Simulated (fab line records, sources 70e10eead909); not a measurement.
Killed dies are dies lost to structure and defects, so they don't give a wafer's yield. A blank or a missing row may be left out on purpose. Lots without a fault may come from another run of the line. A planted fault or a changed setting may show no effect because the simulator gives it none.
A struck lot beside a sound one | flow nand_harc | 27 steps out of a route of 1302
Sound: wafers L633.1, L633.3, L633.5. Struck: wafers L635.1, L635.2, L635.3. The cause comes at the end.
At each step with rows: each side's tool, then ch and its chambers, then its first start. Under that, the readings that differ: sound wafers | struck wafers | difference of the means | sigmas: that difference in standard deviations of wafers without a fault.
alike: readings whose means differ by less than 2 such deviations, and words and numbers that are the same on both sides. not compared: withheld readings, readings that some wafer has no value for, bounds like >300 that may hide the same value, and numbers for which the record gives no deviation and whose values overlap.
The two part at a step that has a row with sigmas, a row that says differs or no value, or rows on one side only. Numbers that don't overlap but have no deviation are shown without sigmas and don't part them. A reading that every wafer of one side lacks parts them only if that side has two wafers or more.

first, 11 steps without rows for these wafers: NHARC_A_DECK1_JOINT_ETCHBACK_00 (etches the open film in HBr, target depth 30 nm, time 17.4 s); NHARC_A_DECK1_JOINT_PRECLEAN_30 (cleans in SC1); NHARC_A_DECK1_JOINT_SRD_31; NHARC_A_DECK1_JOINT_CVD_34 (deposits SiNx, target thk 20 nm); NHARC_A_DECK1_JOINT_DEP_06 (deposits SiOx, target thk 80 nm); NHARC_A_DECK1_JOINT_CURE_26 (time 32 s); NHARC_A_DECK1_JOINT_ANNEAL_27 (time 3600 s); NHARC_A_DECK1_JOINT_ANNEAL_28 (time 1800 s); NHARC_A_DECK1_JOINT_ANNEAL_29 (time 1800 s); NHARC_A_DECK1_JOINT_CMP_02 (polishes SiOx); NHARC_A_DECK1_JOINT_SRD_15.
NHARC_A_DECK1_JOINT_DEP_16: deposits SiO2, target thk 45 nm.
  sound on pecvd-02 ch 1,2, day 14 04:49; struck on pecvd-04 ch 0,1,2, day 15 01:49
  alike: heater_power_w, throttle_valve_pct
then, 14 steps without rows for these wafers: NHARC_A_ONON_D2_DEP_00 (target thk 1000 nm); NHARC_A_ONON_D2_DEP_03 (target thk 1000 nm); NHARC_A_ONON_D2_DEP_06 (target thk 1000 nm); NHARC_A_ONON_D2_DEP_09 (target thk 1000 nm); NHARC_A_ONON_D2_DEP_12 (target thk 1000 nm); NHARC_A_ONON_D2_ANNEAL_15 (time 3600 s); NHARC_A_ONON_D2_DEP_16 (target thk 1000 nm); NHARC_A_ONON_D2_DEP_19 (target thk 1000 nm); NHARC_A_ONON_D2_DEP_22 (target thk 1000 nm); NHARC_A_ONON_D2_DEP_25 (target thk 1000 nm); NHARC_A_ONON_D2_DEP_28 (target thk 1000 nm); NHARC_A_ONON_D2_DEP_33 (deposits SiO2, target thk 200 nm); NHARC_A_CHANNEL_HOLE_D2_DEP_00 (deposits aC, target thk 3100 nm); NHARC_A_CHANNEL_HOLE_D2_DEP_01 (deposits SiON, target thk 140 nm).
-- the record jumps here: 3 days lie between the struck wafers' starts before and after (it left off in module A_CHANNEL_HOLE_D2 and takes up again in module A_CHANNEL_FILL_D2, whose first step shown is number 637 of the route) --
NHARC_A_CHANNEL_FILL_D2_RTA_24: time 5 s.
  sound on rtp_anneal-02 ch 0, day 17 07:56; struck on rtp_anneal-01 ch 0, day 18 10:31
  reading          | sound                | struck               | difference | sigmas
  wafer_temp_C_max | 1005.5 1004.0 1004.2 | 1025.0 1023.9 1024.3 | +19.8      | +11
  alike: lamp_power_pct

WHERE THEY PART
Only at NHARC_A_CHANNEL_FILL_D2_RTA_24, within this record.

WHY: what the simulator had put in
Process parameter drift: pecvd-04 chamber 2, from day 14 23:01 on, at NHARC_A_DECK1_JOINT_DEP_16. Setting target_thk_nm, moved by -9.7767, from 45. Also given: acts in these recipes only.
Process parameter drift: rtp_anneal-01, from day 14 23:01 on, at NHARC_A_CHANNEL_FILL_D2_RTA_24. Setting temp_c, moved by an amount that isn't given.
